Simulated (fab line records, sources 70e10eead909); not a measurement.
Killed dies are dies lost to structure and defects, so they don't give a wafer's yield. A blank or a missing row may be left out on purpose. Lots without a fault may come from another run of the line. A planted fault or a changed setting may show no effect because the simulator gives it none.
Which tool did it? | flow nand_harc | 24 lots, 72 wafers sampled, at 5 steps of a route of 1302

WHAT THE GAUGES READ, wafer by wafer
NHARC_P_STI_INSPECT_25. Usual: raw_defect_count 231, standard deviation 72.
lot  | measured     | on                | raw_defect_count | flag
L074 | day 4 01:54  | defect_inspect-02 | 256 206 199      |
L075 | day 4 08:33  | defect_inspect-02 | 204 142 254      |
L076 | day 4 16:40  | defect_inspect-02 | 153 203 220      |
L077 | day 5 03:34  | defect_inspect-01 | 275 220 343      |
L078 | day 5 14:04  | defect_inspect-02 | 163 120 110      |
L079 | day 6 00:03  | defect_inspect-02 | 102 195 175      |
L080 | day 6 11:59  | defect_inspect-02 | 247 271 199      |
L081 | day 6 23:45  | defect_inspect-02 | 259 314 387      |
L082 | day 7 16:06  | defect_inspect-01 | 163 191 259      |
L083 | day 7 22:33  | defect_inspect-02 | 310 233 205      |
L084 | day 7 22:34  | defect_inspect-01 | 336 168 205      |
L085 | day 8 15:10  | defect_inspect-01 | 226 299 296      |
L086 | day 8 22:26  | defect_inspect-02 | 218 273 299      |
L087 | day 9 09:34  | defect_inspect-01 | 167 211 111      |
L088 | day 10 00:26 | defect_inspect-02 | 263 376 158      |
L089 | day 10 04:14 | defect_inspect-02 | 242 411 338      |
L090 | day 10 16:46 | defect_inspect-01 | 335 231 279      |
L091 | day 11 01:49 | defect_inspect-01 | 245 217 235      |
L092 | day 11 18:52 | defect_inspect-01 | 211 179 202      |
L093 | day 11 18:53 | defect_inspect-02 | 191 259 231      |
L094 | day 12 13:52 | defect_inspect-01 | 106 126 85       |
L095 | day 12 20:47 | defect_inspect-02 | 117 163 139      |
L096 | day 13 10:36 | defect_inspect-02 | 169 360 205      |
L097 | day 13 14:16 | defect_inspect-01 | 302 302 191      |

NHARC_P_GATE_CD_MEAS_11: target cd 1640 nm. Usual: cd_nm 1640.2 nm, standard deviation 1.3.
lot  | measured     | on        | cd_nm (nm)           | flag
L074 | day 4 11:45  | cd_sem-02 | 1641.5 1640.8 1641.9 |
L075 | day 4 17:07  | cd_sem-02 | 1636.7 1638.6 1636.6 |
L076 | day 5 01:12  | cd_sem-02 | 1642.5 1642.8 1642.2 |
L077 | day 5 11:46  | cd_sem-01 | 1639.9 1641.2 1640.0 |
L078 | day 5 22:47  | cd_sem-02 | 1640.3 1640.5 1637.4 |
L079 | day 6 08:53  | cd_sem-01 | 1640.4 1640.7 1639.5 |
L080 | day 6 20:26  | cd_sem-03 | 1640.6 1641.0 1640.0 |
L081 | day 7 08:40  | cd_sem-01 | 1639.9 1639.1 1640.0 |
L082 | day 8 03:13  | cd_sem-01 | 1640.4 1641.1 1640.1 |
L083 | day 8 07:13  | cd_sem-03 | 1640.9 1640.4 1639.6 |
L084 | day 8 07:23  | cd_sem-01 | 1641.4 1641.3 1641.0 |
L085 | day 8 23:46  | cd_sem-01 | 1642.1 1640.2 1641.0 |
L086 | day 9 06:47  | cd_sem-02 | 1639.0 1638.8 1639.3 |
L087 | day 9 20:03  | cd_sem-03 | 1639.7 1639.7 1639.3 |
L088 | day 10 12:55 | cd_sem-01 | 1640.4 1638.8 1639.1 |
L089 | day 10 12:46 | cd_sem-02 | 1639.4 1639.9 1639.4 |
L090 | day 11 01:07 | cd_sem-01 | 1638.6 1638.7 1637.6 |
L091 | day 11 10:16 | cd_sem-02 | 1641.3 1641.1 1640.5 |
L092 | day 12 03:23 | cd_sem-02 | 1638.5 1638.1 1639.2 |
L093 | day 12 03:25 | cd_sem-03 | 1641.8 1642.5 1642.0 |
L094 | day 13 00:47 | cd_sem-01 | 1639.2 1639.1 1638.1 |
L095 | day 13 05:15 | cd_sem-03 | 1641.4 1640.4 1639.7 |
L096 | day 13 19:56 | cd_sem-03 | 1640.8 1642.4 1641.8 |
L097 | day 13 19:53 | cd_sem-01 | 1640.1 1639.9 1639.2 |

NHARC_P_GATE_CD_MEAS_91: target cd 2000 nm. Usual: cd_nm 1999.0 nm, standard deviation 1.3.
lot  | measured     | on        | cd_nm (nm)           | flag
L074 | day 5 17:04  | cd_sem-02 | 2000.9 1999.9 1998.7 |
L075 | day 6 00:56  | cd_sem-02 | 1999.1 1998.9 1998.8 |
L076 | day 6 07:04  | cd_sem-01 | 1999.0 1997.6 1997.7 |
L077 | day 6 17:38  | cd_sem-03 | 1998.3 2000.7 1998.1 |
L078 | day 7 07:38  | cd_sem-03 | 1998.9 2001.0 1997.8 |
L079 | day 7 14:55  | cd_sem-02 | 1997.1 1999.3 1998.1 |
L080 | day 8 01:40  | cd_sem-01 | 1998.2 1999.5 1998.3 |
L081 | day 8 17:13  | cd_sem-02 | 2000.5 2000.3 1999.2 |
L082 | day 9 15:40  | cd_sem-01 | 1998.0 1998.7 1998.8 |
L083 | day 9 16:16  | cd_sem-01 | 1998.0 1998.1 1997.5 |
L084 | day 9 16:56  | cd_sem-03 | 1998.1 1997.4 1998.0 |
L085 | day 10 07:10 | cd_sem-03 | 2000.6 2000.1 2001.2 |
L086 | day 10 12:33 | cd_sem-03 | 1999.4 1997.9 2000.2 |
L087 | day 11 08:13 | cd_sem-01 | 1999.4 2000.0 2000.2 |
L088 | day 11 21:54 | cd_sem-03 | 1998.2 1998.7 1998.3 |
L089 | day 11 19:07 | cd_sem-03 | 2000.9 2000.1 2001.7 |
L090 | day 12 08:59 | cd_sem-01 | 2001.1 2001.4 2000.1 |
L091 | day 12 17:34 | cd_sem-02 | 2002.1 2000.7 1999.7 |
L092 | day 13 09:49 | cd_sem-03 | 1998.3 1996.9 1998.6 |
L093 | day 13 09:22 | cd_sem-03 | 1998.2 1997.6 1999.1 |
L094 | day 14 06:04 | cd_sem-03 | 1999.4 1997.6 1999.1 |
L095 | day 14 16:28 | cd_sem-03 | 1998.6 1998.9 1997.9 |
L096 | day 15 07:53 | cd_sem-01 | 1997.8 1997.4 1999.8 |
L097 | day 15 06:58 | cd_sem-03 | 2000.1 1997.6 1994.4 |

NHARC_P_M0_OVL_MEAS_10: pitch 180 nm. Usual: overlay_x_nm 0.1 nm, standard deviation 0.7; overlay_y_nm -0.1 nm, standard deviation 0.83.
lot  | measured     | on         | overlay_x_nm (nm) | overlay_y_nm (nm) | flag
L074 | day 6 02:11  | overlay-02 | 0.8 0.9 1.0       | 0.0 0.2 0.2       |
L075 | day 6 09:53  | overlay-02 | 0.3 0.1 0.4       | 0.2 -0.3 -0.4     |
L076 | day 6 16:20  | overlay-02 | 1.5 1.2 1.0       | -2.5 -2.5 -2.3    |
L077 | day 7 02:25  | overlay-01 | -1.2 -0.5 -1.3    | 0.5 0.2 0.3       |
L078 | day 7 16:37  | overlay-01 | -0.3 -1.3 -0.7    | -0.7 -0.2 -0.6    |
L079 | day 7 23:49  | overlay-01 | 0.8 0.8 0.5       | 1.2 1.7 1.4       |
L080 | day 8 11:19  | overlay-01 | 0.9 0.6 1.1       | -0.9 -1.0 -1.2    |
L081 | day 9 02:13  | overlay-01 | -0.3 -0.5 0.0     | -0.9 -1.4 -1.3    |
L082 | day 10 01:02 | overlay-01 | 1.8 1.8 1.4       | -0.2 -0.7 -0.3    |
L083 | day 10 01:22 | overlay-02 | 0.2 0.4 0.2       | -1.9 -0.6 -1.1    |
L084 | day 10 02:31 | overlay-02 | 0.6 0.6 0.1       | 0.6 1.2 0.3       |
L085 | day 10 16:19 | overlay-02 | -0.4 -1.0 -0.6    | 0.5 0.5 0.6       |
L086 | day 10 21:46 | overlay-02 | -0.5 -0.9 -0.7    | 0.2 -0.2 0.9      |
L087 | day 11 17:20 | overlay-02 | 0.4 0.5 0.0       | 0.4 -0.1 -0.4     |
L088 | day 12 06:55 | overlay-01 | 0.1 -0.1 0.1      | 0.0 0.1 0.2       |
L089 | day 12 04:14 | overlay-01 | 1.4 0.2 0.8       | -0.2 -0.6 -0.2    |
L090 | day 12 18:00 | overlay-02 | -0.8 -0.8 -0.5    | 0.5 0.4 0.7       |
L091 | day 13 02:29 | overlay-01 | 0.0 0.4 0.3       | -0.6 -0.2 0.1     |
L092 | day 13 18:57 | overlay-02 | -0.2 -0.1 0.2     | 0.2 -0.3 0.0      |
L093 | day 13 18:32 | overlay-02 | 0.1 0.4 0.0       | -0.7 -0.3 -1.1    |
L094 | day 14 15:07 | overlay-01 | 0.3 0.6 0.5       | -0.2 0.3 0.8      |
L095 | day 15 01:33 | overlay-02 | -0.6 -0.9 -1.0    | 0.5 0.2 0.1       |
L096 | day 15 16:53 | overlay-02 | -0.2 0.0 -0.1     | -0.3 -0.2 -0.2    |
L097 | day 15 16:10 | overlay-02 | 0.5 0.2 0.5       | 1.2 1.5 0.7       |

WHICH TOOL RAN EACH LOT (tool, then ch and the chambers of the sampled wafers, then the start)
lot  | NHARC_P_CONTACT_CMP_01
L074 | cmp-02 ch 0,2,3, day 5 20:56
L075 | cmp-04 ch 0,2,3, day 6 04:47
L076 | cmp-02 ch 1,3, day 6 10:55
L077 | cmp-04 ch 0,1, day 6 21:28
L078 | cmp-04 ch 1,3, day 7 11:38
L079 | cmp-02 ch 0,1,2, day 7 18:51
L080 | cmp-04 ch 0,1,3, day 8 06:04
L081 | cmp-02 ch 0,1, day 8 21:08
L082 | cmp-03 ch 0,1,2, day 9 19:32
L083 | cmp-03 ch 0,1, day 9 20:08
L084 | cmp-02 ch 0,3, day 9 20:50
L085 | cmp-02 ch 1,2,3, day 10 11:07
L086 | cmp-03 ch 0,2, day 10 16:40
L087 | cmp-04 ch 1,2, day 11 12:04
L088 | cmp-02 ch 0,1,3, day 12 01:45
L089 | cmp-02 ch 0,1,2, day 11 23:08
L090 | cmp-02 ch 1,2,3, day 12 12:51
L091 | cmp-04 ch 0,3, day 12 21:29
L092 | cmp-03 ch 1,2, day 13 13:52
L093 | cmp-04 ch 0,1, day 13 13:28
L094 | cmp-04 ch 1,2,3, day 14 10:03
L095 | cmp-03 ch 1,2,3, day 14 20:21
L096 | cmp-04 ch 0,1,3, day 15 11:50
L097 | cmp-03 ch 0,1, day 15 11:02
- NHARC_P_CONTACT_CMP_01: polishes SiO2, target thk 200 nm.

WHAT THE TOOLS THEMSELVES READ (means of the sampled wafers that have a number; where no wafer has one, the mark that the record gives instead)
NHARC_P_CONTACT_CMP_01. Usual: motor_current_A 11.7 A, standard deviation 1.2.
lot  | tool   | motor_current_A (A) | flag
L074 | cmp-02 | 11.5                |
L075 | cmp-04 | 12.0                |
L076 | cmp-02 | 10.5                |
L077 | cmp-04 | 10.5                |
L078 | cmp-04 | 11.0                |
L079 | cmp-02 | 11.5                |
L080 | cmp-04 | 10.6                |
L081 | cmp-02 | 12.0                |
L082 | cmp-03 | 12.6                |
L083 | cmp-03 | 12.1                |
L084 | cmp-02 | 10.9                |
L085 | cmp-02 | 10.5                |
L086 | cmp-03 | 12.6                |
L087 | cmp-04 | 12.6                |
L088 | cmp-02 | 10.8                |
L089 | cmp-02 | 11.7                |
L090 | cmp-02 | 10.8                |
L091 | cmp-04 | 11.6                |
L092 | cmp-03 | 13.2                |
L093 | cmp-04 | 10.3                |
L094 | cmp-04 | 12.2                |
L095 | cmp-03 | 13.5                |
L096 | cmp-04 | 10.9                |
L097 | cmp-03 | 12.6                |

THE ANSWER, worked out from the rows above alone
Rule: a lot is off if the mean of its wafers that have a number lies more than 3 standard deviations from the usual mean. A lot without any number at a reading at which 4 lots or more have one is off too. The other lots that the step has rows for count as sound. The gauges are gone through in route order, then the tools' own readings, and for those a lot's mean is taken as printed above. The first step at which some lot is off is used, and at that step the reading that is off furthest; a lot without a number counts as furthest.
No lot is off at any reading shown: from this, nothing can be told.

WHAT THE SIMULATOR HAD PUT IN
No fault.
